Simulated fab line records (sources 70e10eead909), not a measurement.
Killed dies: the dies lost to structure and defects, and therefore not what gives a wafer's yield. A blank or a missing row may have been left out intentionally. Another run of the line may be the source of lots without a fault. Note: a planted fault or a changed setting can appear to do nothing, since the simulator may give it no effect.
Which tool is to blame?    flow nandHarc    Sampling: 14 lots, 42 wafers, 5 of 1159 route steps

## WHAT THE GAUGES SHOWED, per wafer
NHARC_THIN_TSV_CD_MEAS_37. Usual: cdNm 5002 nm, standard deviation 3.2.
lot   measured      on        cdNm (nm)       flag
L746  day 19 04:02  cdSem-03  5004 5004 5001  
L747  day 19 02:26  cdSem-02  5005 5004 4998  
L751  day 19 10:10  cdSem-01  5002 5000 4998  
L750  day 20 16:06  cdSem-02  4997 5002 4999  
L754  day 21 02:58  cdSem-02  5003 5000 5004  
L756  day 22 03:56  cdSem-01  5002 5000 4999  
L759  day 22 07:16  cdSem-01  5005 5009 5007  
L762  day 23 09:49  cdSem-01  4999 5003 5002  
L760  day 22 20:17  cdSem-02  5004 5002 5005  
L763  day 23 13:17  cdSem-01  5006 5009 5007  
L765  day 23 20:52  cdSem-03  5001 5001 4999  
L766  day 24 07:33  cdSem-02  4997 5004 4999  
L768  day 24 15:31  cdSem-03  5003 5004 5005  
L769  day 24 13:17  cdSem-03  5001 4998 5003  

NHARC_END_SORT_01. Usual: killedAtArray 28, standard deviation 11; killedAtOther 0.6, standard deviation 0.85; killedAtPeriphery 2.8, standard deviation 2.3; killedDies 31, standard deviation 11; killedOpen 3.1, standard deviation 1.6; killedShort 2.0, standard deviation 1.4.
lot   measured      on         killedAtArray  killedAtOther  killedAtPeriphery  killedDies  killedOpen  killedShort  flag
L754  day 21 11:10  prober-01  113 122 73     0 1 0          1 0 0              114 123 73  3 3 2       2 2 3        OFF
L756  day 22 11:32  prober-01  100 45 76      1 0 2          5 2 1              106 47 79   1 3 4       0 1 2        OFF

## WHAT TOOL EACH LOT RAN ON (gives the tool, then ch and the chambers of the sampled wafers, and finally the start)
lot   NHARC_A_STAIRCASE_STRIP_148         NHARC_THIN_TSV_DEP_47            NHARC_THIN_TSV_PVD_51
L746  wetBench-07 ch 2,4,7, day 10 22:29  pecvd-02 ch 0,1,2, day 18 22:25  pvdSputter-03, day 19 04:02 or earlier
L747  wetBench-09 ch 0,5,6, day 10 22:46  pecvd-02 ch 0,1, day 18 20:18    pvdSputter-01, day 19 02:26 or earlier
L751  wetBench-09 ch 0,5,7, day 11 19:16  pecvd-02 ch 0,1,2, day 19 04:28  pvdSputter-02, day 19 10:10 or earlier
L750  wetBench-09 ch 1,3,4, day 12 03:44  pecvd-02 ch 0,1,2, day 20 10:41  pvdSputter-02, day 20 16:06 or earlier
L754  wetBench-09 ch 0,3,5, day 12 21:01  pecvd-02 ch 0,1,2, day 20 21:08  pvdSputter-02, day 21 02:58 or earlier
L756  wetBench-09 ch 3,5,7, day 14 01:34  pecvd-02 ch 0,1,2, day 21 22:26  pvdSputter-01, day 22 03:56 or earlier
L759  wetBench-04 ch 1,2,5, day 14 04:03  pecvd-02 ch 0,1,2, day 22 01:46  pvdSputter-03, day 22 07:16 or earlier
L762  wetBench-07 ch 2,4,7, day 14 16:03  pecvd-01 ch 0,1, day 23 04:08    pvdSputter-02, day 23 09:49 or earlier
L760  wetBench-04 ch 2,6,7, day 14 16:12  pecvd-03 ch 0,1,2, day 22 14:47  pvdSputter-02, day 22 20:17 or earlier
L763  wetBench-04 ch 2,6,7, day 15 01:09  pecvd-03 ch 0,1, day 23 07:49    pvdSputter-03, day 23 13:17 or earlier
L765  wetBench-04 ch 2,3,6, day 15 11:24  pecvd-03 ch 0,1,2, day 23 14:42  pvdSputter-01, day 23 20:52 or earlier
L766  wetBench-07 ch 0,4,7, day 16 01:24  pecvd-01 ch 0,1,2, day 24 01:49  pvdSputter-01, day 24 07:33 or earlier
L768  wetBench-04 ch 3,4,5, day 16 14:07  pecvd-03 ch 0,1,2, day 24 10:02  pvdSputter-02, day 24 15:31 or earlier
L769  wetBench-04 ch 0,2,5, day 16 21:05  pecvd-03 ch 0,1,2, day 24 07:38  pvdSputter-02, day 24 13:17 or earlier
- NHARC_A_STAIRCASE_STRIP_148: strips in SPM, time 900 s.
- NHARC_THIN_TSV_DEP_47: deposits SiO2, target thk 200 nm.
- NHARC_THIN_TSV_PVD_51: deposits Cu, target thk 100 nm.

## WHAT THE TOOLS THEMSELVES READ (means of the sampled wafers that have a number; where no wafer has one, the mark that the record gives instead)
NHARC_A_STAIRCASE_STRIP_148. Usual: bathGuardTempC 130.0 C, standard deviation 0.62.
lot   tool         bathGuardTempC (C)  flag
L746  wetBench-07  129.7               
L747  wetBench-09  130.1               
L751  wetBench-09  129.6               
L750  wetBench-09  130.8               
L754  wetBench-09  129.9               
L756  wetBench-09  130.2               
L759  wetBench-04  130.5               
L762  wetBench-07  129.7               
L760  wetBench-04  130.5               
L763  wetBench-04  130.4               
L765  wetBench-04  130.2               
L766  wetBench-07  130.4               
L768  wetBench-04  129.5               
L769  wetBench-04  130.0               

NHARC_THIN_TSV_DEP_47. Usual: throttleValvePct 16.1 %, standard deviation 0.36.
lot   tool      throttleValvePct (%)  flag
L746  pecvd-02  16.1                  
L747  pecvd-02  16.1                  
L751  pecvd-02  16.2                  
L750  pecvd-02  16.1                  
L754  pecvd-02  16.2                  
L756  pecvd-02  16.1                  
L759  pecvd-02  16.3                  
L762  pecvd-01  15.9                  
L760  pecvd-03  16.1                  
L763  pecvd-03  16.1                  
L765  pecvd-03  16.0                  
L766  pecvd-01  16.2                  
L768  pecvd-03  16.0                  
L769  pecvd-03  16.2                  

NHARC_THIN_TSV_PVD_51. Usual: chamberPressurePa 5.002 Pa, standard deviation 0.0098; throttleValvePct 29.9 %, standard deviation 0.92.
lot   tool           chamberPressurePa (Pa)  throttleValvePct (%)  flag
L746  pvdSputter-03  5.003                   31.2                  
L747  pvdSputter-01  5.002                   30.4                  
L751  pvdSputter-02  5.003                   29.1                  
L750  pvdSputter-02  4.999                   29.8                  
L754  pvdSputter-02  5.008                   29.9                  
L756  pvdSputter-01  4.997                   30.9                  
L759  pvdSputter-03  4.999                   29.9                  
L762  pvdSputter-02  5.006                   29.7                  
L760  pvdSputter-02  5.006                   29.3                  
L763  pvdSputter-03  5.004                   29.8                  
L765  pvdSputter-01  5.006                   29.9                  
L766  pvdSputter-01  5.006                   29.7                  
L768  pvdSputter-02  5.014                   29.1                  
L769  pvdSputter-02  5.003                   29.2                  

## THE ANSWER, worked out from the rows above alone
Rule: take the mean of a lot's wafers that have a number; if it is more than 3 standard deviations from the usual mean, the lot is off. A lot without any number at a reading at which 4 lots or more have one is off too. Where the step has rows for the other lots, those lots are counted as sound. Order of review: gauges by route order, followed by the tools' own readings, for which a lot's mean as printed above is used. The first step at which some lot is off is used, and at that step the reading that is off furthest; a lot without a number counts as furthest.
Off, at NHARC_END_SORT_01 on killedAtArray: L754, L756. Neither off nor sound, because the step has no rows for them: L746, L747, L751, L750, L759, L762, L760, L763, L765, L766, L768, L769.
If a tool, at a process step before that reading, ran all the lots that are off and no sound lot after the first of them, it fits. Gauges at NHARC_END_SORT_01: tried the same way as those tools. With no start given for some of its lots, NHARC_THIN_TSV_PVD_51 uses the hours and lot order of NHARC_THIN_TSV_CD_MEAS_37. Can't be told from this: 3 tools fit, wetBench-09 at NHARC_A_STAIRCASE_STRIP_148, pecvd-02 at NHARC_THIN_TSV_DEP_47, prober-01 at NHARC_END_SORT_01.

## WHAT HAD BEEN PUT IN BY THE SIMULATOR
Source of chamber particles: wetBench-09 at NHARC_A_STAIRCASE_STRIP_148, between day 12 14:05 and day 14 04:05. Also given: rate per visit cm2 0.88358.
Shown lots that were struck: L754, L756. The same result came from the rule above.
